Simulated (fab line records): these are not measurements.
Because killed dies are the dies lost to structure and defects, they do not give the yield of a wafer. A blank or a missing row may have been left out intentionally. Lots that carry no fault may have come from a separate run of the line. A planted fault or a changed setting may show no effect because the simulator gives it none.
Split-lot trial :: flow n5Finfet :: 7 lots, 21 wafers read, on a route of 1938 steps

THE SPLIT ITSELF
At N5_PMOS_HMC_CHANNEL_EPI_PEB_07 (peb time 60 s), the setting pebTimeS was moved away from the recipe's 60 s on 9 of the 21 wafers read, by -15.5% to +19.5%. The other wafers ran this setting at the recipe's value.

THE PATH FROM SPLIT TO READING: the file shows 1 step between them
- N5_PMOS_HMC_CHANNEL_EPI_DEVELOP_08: develop time 30 s

THE READING
cdNm (nm) at N5_PMOS_HMC_CHANNEL_EPI_CD_MEAS_09, where the cd target is 237.4 nm. Fault-free wafers of this fab line usually give 237.3 nm, standard deviation 0.72 nm.

wafer: L074.1
tool, chamber at the split: lithoTrack-01, 0
pebTimeS as run, s: 60
against the recipe: recipe
cdNm, nm: 240.8
against lot-mates on the recipe: -

wafer: L074.2
tool, chamber at the split: lithoTrack-01, 0
pebTimeS as run, s: 53.9
against the recipe: -10.2%
cdNm, nm: 235.2
against lot-mates on the recipe: -5.6

wafer: L074.6
tool, chamber at the split: lithoTrack-01, 0
pebTimeS as run, s: 53.9
against the recipe: -10.2%
cdNm, nm: 236.3
against lot-mates on the recipe: -4.5

wafer: L076.1
tool, chamber at the split: lithoTrack-02, 0
pebTimeS as run, s: 60
against the recipe: recipe
cdNm, nm: 232.5
against lot-mates on the recipe: -

wafer: L076.2
tool, chamber at the split: lithoTrack-02, 0
pebTimeS as run, s: 60
against the recipe: recipe
cdNm, nm: 232.6
against lot-mates on the recipe: -

wafer: L076.3
tool, chamber at the split: lithoTrack-02, 0
pebTimeS as run, s: 52.93
against the recipe: -11.8%
cdNm, nm: 227.7
against lot-mates on the recipe: -4.9

wafer: L082.1
tool, chamber at the split: lithoTrack-03, 0
pebTimeS as run, s: 60
against the recipe: recipe
cdNm, nm: 236.5
against lot-mates on the recipe: -

wafer: L082.4
tool, chamber at the split: lithoTrack-03, 0
pebTimeS as run, s: 60
against the recipe: recipe
cdNm, nm: 236.9
against lot-mates on the recipe: -

wafer: L082.6
tool, chamber at the split: lithoTrack-03, 0
pebTimeS as run, s: 60
against the recipe: recipe
cdNm, nm: 238.5
against lot-mates on the recipe: -

wafer: L087.4
tool, chamber at the split: lithoTrack-03, 0
pebTimeS as run, s: 60
against the recipe: recipe
cdNm, nm: 237.3
against lot-mates on the recipe: -

wafer: L087.5
tool, chamber at the split: lithoTrack-03, 0
pebTimeS as run, s: 63.59
against the recipe: +6.0%
cdNm, nm: 239.5
against lot-mates on the recipe: +2.2

wafer: L087.6
tool, chamber at the split: lithoTrack-03, 0
pebTimeS as run, s: 63.59
against the recipe: +6.0%
cdNm, nm: 238.9
against lot-mates on the recipe: +1.6

wafer: L089.1
tool, chamber at the split: lithoTrack-02, 0
pebTimeS as run, s: 60
against the recipe: recipe
cdNm, nm: 241.1
against lot-mates on the recipe: -

wafer: L089.2
tool, chamber at the split: lithoTrack-02, 0
pebTimeS as run, s: 60
against the recipe: recipe
cdNm, nm: 237.6
against lot-mates on the recipe: -

wafer: L089.4
tool, chamber at the split: lithoTrack-02, 0
pebTimeS as run, s: 64.19
against the recipe: +7.0%
cdNm, nm: 239.6
against lot-mates on the recipe: +0.2

wafer: L094.1
tool, chamber at the split: lithoTrack-01, 0
pebTimeS as run, s: 71.68
against the recipe: +19.5%
cdNm, nm: 246.7
against lot-mates on the recipe: +8.8

wafer: L094.3
tool, chamber at the split: lithoTrack-01, 0
pebTimeS as run, s: 60
against the recipe: recipe
cdNm, nm: 238.1
against lot-mates on the recipe: -

wafer: L094.5
tool, chamber at the split: lithoTrack-01, 0
pebTimeS as run, s: 60
against the recipe: recipe
cdNm, nm: 237.6
against lot-mates on the recipe: -

wafer: L095.2
tool, chamber at the split: lithoTrack-01, 0
pebTimeS as run, s: 50.7
against the recipe: -15.5%
cdNm, nm: 229.2
against lot-mates on the recipe: -14.0

wafer: L095.4
tool, chamber at the split: lithoTrack-01, 0
pebTimeS as run, s: 60
against the recipe: recipe
cdNm, nm: 243.2
against lot-mates on the recipe: -

wafer: L095.6
tool, chamber at the split: lithoTrack-01, 0
pebTimeS as run, s: 50.7
against the recipe: -15.5%
cdNm, nm: 229.6
against lot-mates on the recipe: -13.6

FIT RESULTS
A straight line over all 21 wafers: cdNm changes by +0.464 nm for each +1% of pebTimeS; r = +0.81; the points scatter about the line by 2.8 nm.
The same after taking each lot's own level away (the mean of its wafers on the recipe; 21 wafers): +0.578 nm for each +1%; r = +0.92; scatter 2 nm.
That fit puts the effect of the largest move of pebTimeS on the reading at 11 nm.
The span of the lots' own levels, 232.55 to 243.20 nm, comes to 14.8 times the standard deviation stated above.
So the lot-to-lot level changes the slope: the two fits differ.
Check: +11.5 nm against its lot-mates is what the line predicts for one of the wafers moved furthest among these (+19.5%) when that wafer is left out of the fit. It came out at +8.85 nm against them.

FURTHER SPLITS ON THESE WAFERS
Other splits were also applied to these wafers ahead of the reading. Each is held against what the fit with the lots' levels taken away leaves over:
other split on the same wafers: N5_ZERO_LAYER_COAT_05 spinRpm
wafers away from the commonest value: 6
r with cdNm (lot level and that fit taken away): -0.05

other split on the same wafers: N5_ZERO_LAYER_EXPOSE_08 doseMj
wafers away from the commonest value: 5
r with cdNm (lot level and that fit taken away): +0.00

other split on the same wafers: N5_PMOS_HMC_CHANNEL_EPI_EXPOSE_06 doseMj
wafers away from the commonest value: 9
r with cdNm (lot level and that fit taken away): +0.01

THE WHOLE CHAIN: every reading that the file lists as answering this split, in the file's order
step: N5_PMOS_HMC_CHANNEL_EPI_CD_MEAS_09
what it does: target cd 237.4 nm
reading: cdNm
change (the file's fit): +0.537 nm for each +1% of the setting
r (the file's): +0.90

step: N5_PMOS_HMC_CHANNEL_EPI_DESCUM_14
what it does: chemistry O2, time 7.9 s
reading: PMOS_HMC_CHANNEL_EPI.cdNm (the simulator's own value, which no gauge read)
change (the file's fit): +0.54 nm for each +1% of the setting
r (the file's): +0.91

step: N5_PMOS_HMC_CHANNEL_EPI_ETCH_32
what it does: etches BARC in N2/H2, stops on SiO2, target depth 85.8 nm, time 50.3 s
reading: PMOS_HMC_CHANNEL_EPI.cdNm (the simulator's own value, which no gauge read)
change (the file's fit): +0.515 nm for each +1% of the setting
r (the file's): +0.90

step: N5_PMOS_HMC_CHANNEL_EPI_ETCH_38
what it does: etches SiO2 in CF4, target depth 1.5 nm
reading: PMOS_HMC_CHANNEL_EPI.cdNm (the simulator's own value, which no gauge read)
change (the file's fit): +0.513 nm for each +1% of the setting
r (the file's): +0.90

step: N5_PMOS_HMC_CHANNEL_EPI_HM_OPEN_15
what it does: chemistry CHF3/O2, target SiO2, target depth 40.6 nm, time 20.3 s
reading: PMOS_HMC_CHANNEL_EPI.cdNm (the simulator's own value, which no gauge read)
change (the file's fit): +0.357 nm for each +1% of the setting, in a fit together with doseMj@PMOS_HMC_CHANNEL_EPI_EXPOSE_06
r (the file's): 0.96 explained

step: N5_PMOS_HMC_CHANNEL_EPI_FIN_RECESS_16
what it does: chemistry HBr/Cl2, target Si, target depth 54 nm, time 18 s
reading: PMOS_HMC_CHANNEL_EPI.cdNm (the simulator's own value, which no gauge read)
change (the file's fit): +0.357 nm for each +1% of the setting, in a fit together with doseMj@PMOS_HMC_CHANNEL_EPI_EXPOSE_06
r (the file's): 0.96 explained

THE FILE'S OWN FIT
cdNm changes by +0.537 nm for each +1% of pebTimeS, r = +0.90.
